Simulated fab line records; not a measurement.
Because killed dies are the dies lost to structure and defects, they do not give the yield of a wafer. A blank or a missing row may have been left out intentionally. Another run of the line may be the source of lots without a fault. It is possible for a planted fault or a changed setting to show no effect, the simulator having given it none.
Which tool was responsible? + flow n5-finfet + 24 lots with 72 wafers sampled at 5 steps, on a route of 1938 steps

== WHAT THE GAUGES SHOWED, per wafer ==
N5_ILD0_INSPECT_06: inspects for defects (darkfield).
| lot  | measured    | on                | raw-defect-count |
|------|-------------|-------------------|------------------|
| L074 | day 3 16:23 | defect-inspect-01 | 40 66 38         |
| L075 | day 3 21:09 | defect-inspect-01 | 66 42 47         |
| L076 | day 4 05:44 | defect-inspect-01 | 14 26 19         |
| L077 | day 4 10:55 | defect-inspect-01 | 41 25 40         |
| L078 | day 4 16:18 | defect-inspect-02 | 23 44 39         |
| L079 | day 4 22:35 | defect-inspect-02 | 60 67 51         |
| L080 | day 5 05:03 | defect-inspect-02 | 27 32 34         |
| L081 | day 5 10:55 | defect-inspect-01 | 29 28 27         |
| L082 | day 5 15:20 | defect-inspect-02 | 68 43 30         |
| L083 | day 5 21:58 | defect-inspect-01 | 35 22 58         |
| L084 | day 6 07:13 | defect-inspect-02 | 30 13 22         |
| L085 | day 6 11:02 | defect-inspect-01 | 22 19 14         |
| L086 | day 6 21:08 | defect-inspect-02 | 32 33 13         |
| L087 | day 7 02:36 | defect-inspect-01 | 16 21 11         |
| L088 | day 7 03:36 | defect-inspect-01 | 20 14 24         |
| L089 | day 7 11:29 | defect-inspect-01 | 12 30 18         |
| L090 | day 7 15:34 | defect-inspect-01 | 24 18 34         |
| L091 | day 7 21:31 | defect-inspect-02 | 78 63 56         |
| L092 | day 8 03:13 | defect-inspect-02 | 38 43 26         |
| L093 | day 8 11:41 | defect-inspect-01 | 32 33 13         |
| L094 | day 8 14:29 | defect-inspect-01 | 44 29 32         |
| L095 | day 8 22:36 | defect-inspect-02 | 51 106 24        |
| L096 | day 9 04:48 | defect-inspect-02 | 29 43 19         |
| L097 | day 9 11:22 | defect-inspect-02 | 31 12 34         |

N5_SDB_OVL_MEAS_12.
| lot  | measured    | on         | SDB_OVL (nm)  |
|------|-------------|------------|---------------|
| L074 | day 3 16:54 | overlay-01 | 0.9 0.9 0.0   |
| L075 | day 3 21:40 | overlay-02 | 1.7 2.2 1.9   |
| L076 | day 4 06:15 | overlay-02 | 0.5 0.7 0.0   |
| L077 | day 4 11:26 | overlay-01 | 0.5 -0.1 1.3  |
| L078 | day 4 16:49 | overlay-01 | 0.6 0.8 1.4   |
| L079 | day 4 22:58 | overlay-01 | 1.1 1.6 2.4   |
| L080 | day 5 05:26 | overlay-02 | 0.5 0.5 1.0   |
| L081 | day 5 11:19 | overlay-02 | 1.3 0.3 0.6   |
| L082 | day 5 15:53 | overlay-02 | 0.1 0.4 0.0   |
| L083 | day 5 22:22 | overlay-01 | -0.6 -0.1 0.3 |
| L084 | day 6 07:38 | overlay-01 | -0.2 0.3 0.1  |
| L085 | day 6 11:33 | overlay-01 | 0.7 0.4 -0.5  |
| L086 | day 6 21:32 | overlay-02 | 0.8 0.4 -0.1  |
| L087 | day 7 02:59 | overlay-01 | 1.3 0.9 0.5   |
| L088 | day 7 04:07 | overlay-01 | -0.7 0.4 0.5  |
| L089 | day 7 11:53 | overlay-02 | 1.6 1.4 1.6   |
| L090 | day 7 16:04 | overlay-02 | 0.8 0.9 0.6   |
| L091 | day 7 22:02 | overlay-02 | 2.0 0.8 1.2   |
| L092 | day 8 03:44 | overlay-02 | 1.4 0.7 1.0   |
| L093 | day 8 12:05 | overlay-02 | 1.5 0.3 0.9   |
| L094 | day 8 14:53 | overlay-01 | 1.2 0.3 1.0   |
| L095 | day 8 23:00 | overlay-01 | -0.1 0.4 0.5  |
| L096 | day 9 05:19 | overlay-01 | -0.4 1.1 1.5  |
| L097 | day 9 11:45 | overlay-02 | 0.9 1.3 0.5   |

N5_HKMG_FIN_CD_MEAS_49 targets a cd of 202 nm.
| lot  | measured    | on        | cd-nm (nm)        |
|------|-------------|-----------|-------------------|
| L074 | day 3 22:25 | cd-sem-01 | 201.1 201.3 200.9 |
| L075 | day 4 03:08 | cd-sem-01 | 202.3 200.8 201.3 |
| L076 | day 4 11:50 | cd-sem-02 | 203.0 202.7 202.8 |
| L077 | day 4 17:17 | cd-sem-03 | 202.4 203.2 202.7 |
| L078 | day 4 22:48 | cd-sem-03 | 202.5 202.7 202.4 |
| L079 | day 5 04:20 | cd-sem-01 | 202.5 201.3 202.2 |
| L080 | day 5 10:59 | cd-sem-02 | 203.2 201.6 202.7 |
| L081 | day 5 17:09 | cd-sem-03 | 202.3 201.9 201.9 |
| L082 | day 5 21:26 | cd-sem-01 | 201.0 200.4 200.9 |
| L083 | day 6 03:56 | cd-sem-01 | 201.8 202.0 202.3 |
| L084 | day 6 12:58 | cd-sem-02 | 201.5 203.2 201.7 |
| L085 | day 6 17:04 | cd-sem-01 | 201.3 202.0 201.9 |
| L086 | day 7 02:56 | cd-sem-01 | 203.3 203.0 201.7 |
| L087 | day 7 08:19 | cd-sem-03 | 202.2 202.4 202.7 |
| L088 | day 7 10:44 | cd-sem-01 | 201.8 201.8 201.9 |
| L089 | day 7 17:16 | cd-sem-03 | 202.4 202.5 202.0 |
| L090 | day 7 21:41 | cd-sem-02 | 201.8 201.8 200.8 |
| L091 | day 8 04:28 | cd-sem-01 | 202.5 202.3 203.3 |
| L092 | day 8 09:37 | cd-sem-02 | 202.5 201.8 201.9 |
| L093 | day 8 17:53 | cd-sem-02 | 201.9 201.9 202.1 |
| L094 | day 8 21:07 | cd-sem-02 | 202.5 203.0 202.3 |
| L095 | day 9 04:39 | cd-sem-03 | 202.2 202.9 203.0 |
| L096 | day 9 11:20 | cd-sem-02 | 202.1 201.6 201.6 |
| L097 | day 9 17:11 | cd-sem-02 | 203.2 202.6 203.1 |

N5_HKMG_FIN_OVL_MEAS_50.
| lot  | measured    | on         | NDIPOLE_OVL (nm) |
|------|-------------|------------|------------------|
| L074 | day 3 22:27 | overlay-02 | -0.6 0.3 -0.5    |
| L075 | day 4 03:10 | overlay-01 | 0.6 1.6 0.6      |
| L076 | day 4 11:52 | overlay-01 | 1.6 0.1 -0.1     |
| L077 | day 4 17:19 | overlay-02 | 0.5 -0.2 -0.2    |
| L078 | day 4 22:50 | overlay-02 | 0.1 0.7 -0.3     |
| L079 | day 5 04:22 | overlay-01 | 0.3 -0.6 -0.5    |
| L080 | day 5 11:01 | overlay-02 | 0.8 0.8 1.2      |
| L081 | day 5 17:11 | overlay-01 | 1.0 0.5 -0.2     |
| L082 | day 5 21:28 | overlay-02 | -0.4 -0.2 0.4    |
| L083 | day 6 03:58 | overlay-02 | 0.9 0.8 1.5      |
| L084 | day 6 12:59 | overlay-01 | 0.7 0.7 0.8      |
| L085 | day 6 17:05 | overlay-01 | 0.6 -0.2 -0.2    |
| L086 | day 7 02:58 | overlay-02 | -0.7 0.6 -0.7    |
| L087 | day 7 08:20 | overlay-02 | 0.5 -0.1 0.2     |
| L088 | day 7 10:46 | overlay-02 | 0.0 0.6 1.6      |
| L089 | day 7 17:17 | overlay-01 | 1.1 0.1 -0.1     |
| L090 | day 7 21:43 | overlay-01 | 0.9 -0.8 -0.3    |
| L091 | day 8 04:30 | overlay-02 | -0.3 -0.3 -0.9   |
| L092 | day 8 09:38 | overlay-01 | 1.3 1.4 0.8      |
| L093 | day 8 17:55 | overlay-01 | -0.6 0.3 -0.5    |
| L094 | day 8 21:09 | overlay-02 | 0.7 0.7 0.1      |
| L095 | day 9 04:41 | overlay-01 | 0.2 0.6 0.6      |
| L096 | day 9 11:22 | overlay-02 | 1.7 0.4 0.1      |
| L097 | day 9 17:13 | overlay-01 | -0.9 1.0 0.1     |

== EACH LOT AND THE TOOL THAT RAN IT (in order: tool; ch and the chambers of the sampled wafers; start) ==
| lot  | N5_SDB_STRIP_21                   |
|------|-----------------------------------|
| L074 | rie-diel-03 ch 1,3, day 3 17:10   |
| L075 | rie-diel-06 ch 0,1,3, day 3 21:56 |
| L076 | rie-diel-06 ch 1,2,3, day 4 06:31 |
| L077 | rie-diel-02 ch 1,2,3, day 4 11:42 |
| L078 | rie-diel-06 ch 1,3, day 4 17:05   |
| L079 | rie-diel-03 ch 1,3, day 4 23:14   |
| L080 | rie-diel-03 ch 0,1,2, day 5 05:43 |
| L081 | rie-diel-06 ch 0,1,3, day 5 11:35 |
| L082 | rie-diel-06 ch 0,2,3, day 5 16:11 |
| L083 | rie-diel-02 ch 0,2, day 5 22:46   |
| L084 | rie-diel-06 ch 1,2, day 6 07:54   |
| L085 | rie-diel-03 ch 0,1,2, day 6 11:49 |
| L086 | rie-diel-02 ch 0,1,2, day 6 21:49 |
| L087 | rie-diel-06 ch 0,1, day 7 03:16   |
| L088 | rie-diel-02 ch 2,3, day 7 04:58   |
| L089 | rie-diel-02 ch 0,2, day 7 12:08   |
| L090 | rie-diel-06 ch 1,2,3, day 7 16:20 |
| L091 | rie-diel-02 ch 0,1, day 7 22:46   |
| L092 | rie-diel-06 ch 1,3, day 8 04:01   |
| L093 | rie-diel-06 ch 0,1, day 8 12:20   |
| L094 | rie-diel-06 ch 0,1,3, day 8 15:09 |
| L095 | rie-diel-03 ch 0,2,3, day 8 23:16 |
| L096 | rie-diel-02 ch 0,1,3, day 9 06:02 |
| L097 | rie-diel-06 ch 1,2,3, day 9 12:01 |
- N5_SDB_STRIP_21: strips in CF4.

== AS READ BY THE TOOLS THEMSELVES (means over the sampled wafers that have a number; for cases with no such wafer, the mark the record gives instead) ==
N5_SDB_STRIP_21.
| lot  | tool        | drypump-motor-current-A (A) | oes-product-au (a.u.) | rf-vpp-V (V) | showerhead-plenum-p-Torr (Torr) | throttle-valve-pct (%) |
|------|-------------|-----------------------------|-----------------------|--------------|---------------------------------|------------------------|
| L074 | rie-diel-03 | 5.7                         | 0.86                  | 273.9        | 1.90                            | 13.44                  |
| L075 | rie-diel-06 | 5.5                         | 0.76                  | 271.5        | 1.79                            | 13.58                  |
| L076 | rie-diel-06 | 5.6                         | 0.74                  | 270.3        | 1.74                            | 13.69                  |
| L077 | rie-diel-02 | 5.6                         | 0.74                  | 271.1        | 1.82                            | 13.83                  |
| L078 | rie-diel-06 | 5.3                         | 0.75                  | 270.1        | 1.77                            | 13.68                  |
| L079 | rie-diel-03 | 5.5                         | 0.78                  | 273.0        | 1.88                            | 13.54                  |
| L080 | rie-diel-03 | 5.7                         | 0.74                  | 271.6        | 1.80                            | 13.59                  |
| L081 | rie-diel-06 | 5.5                         | 0.75                  | 271.4        | 1.79                            | 13.62                  |
| L082 | rie-diel-06 | 5.7                         | 0.73                  | 270.5        | 1.77                            | 13.65                  |
| L083 | rie-diel-02 | 5.5                         | 0.72                  | 270.9        | 1.79                            | 13.65                  |
| L084 | rie-diel-06 | 5.9                         | 0.72                  | 269.9        | 1.73                            | 13.90                  |
| L085 | rie-diel-03 | 5.6                         | 0.73                  | 271.2        | 1.79                            | 13.59                  |
| L086 | rie-diel-02 | 5.6                         | 0.72                  | 271.3        | 1.82                            | 13.76                  |
| L087 | rie-diel-06 | 5.7                         | 0.74                  | 272.4        | 1.83                            | 13.74                  |
| L088 | rie-diel-02 | 5.5                         | 0.72                  | 270.8        | 1.78                            | 13.80                  |
| L089 | rie-diel-02 | 5.4                         | 0.71                  | 271.2        | 1.79                            | 13.69                  |
| L090 | rie-diel-06 | 5.6                         | 0.72                  | 269.8        | 1.74                            | 13.74                  |
| L091 | rie-diel-02 | 5.8                         | 0.71                  | 272.1        | 1.84                            | 13.85                  |
| L092 | rie-diel-06 | 5.3                         | 0.73                  | 271.1        | 1.76                            | 13.74                  |
| L093 | rie-diel-06 | 5.7                         | 0.73                  | 271.7        | 1.83                            | 13.77                  |
| L094 | rie-diel-06 | 5.5                         | 0.73                  | 271.4        | 1.78                            | 13.68                  |
| L095 | rie-diel-03 | 5.8                         | 0.77                  | 271.1        | 1.81                            | 13.58                  |
| L096 | rie-diel-02 | 5.7                         | 0.70                  | 271.6        | 1.81                            | 13.93                  |
| L097 | rie-diel-06 | 5.7                         | 0.80                  | 270.9        | 1.80                            | 13.60                  |

== THE ANSWER, worked out from the rows above alone ==
Rule: the lots themselves supply what counts as usual. Put in order of their means at a reading, lots are off if they are a third of the lots or fewer, leave a main group of 4 or more, and stand apart from it by a gap of 3 or more times the standard deviation of the main group's means; of several such gaps the widest counts. Not used: any main group whose means are identical at the precision the tables above print for the reading. A lot without any number at a reading at which 4 lots or more have one is off too. The other lots that the step has rows for count as sound. Order of review: gauges by route order, followed by the tools' own readings, for which a lot's mean as printed above is used. The first step at which some lot is off is used, and at that step the reading that is off furthest; a lot without a number counts as furthest.
Across all readings shown, no lot is off: no conclusion can be drawn from this.

== WHAT THE SIMULATOR PUT IN ==
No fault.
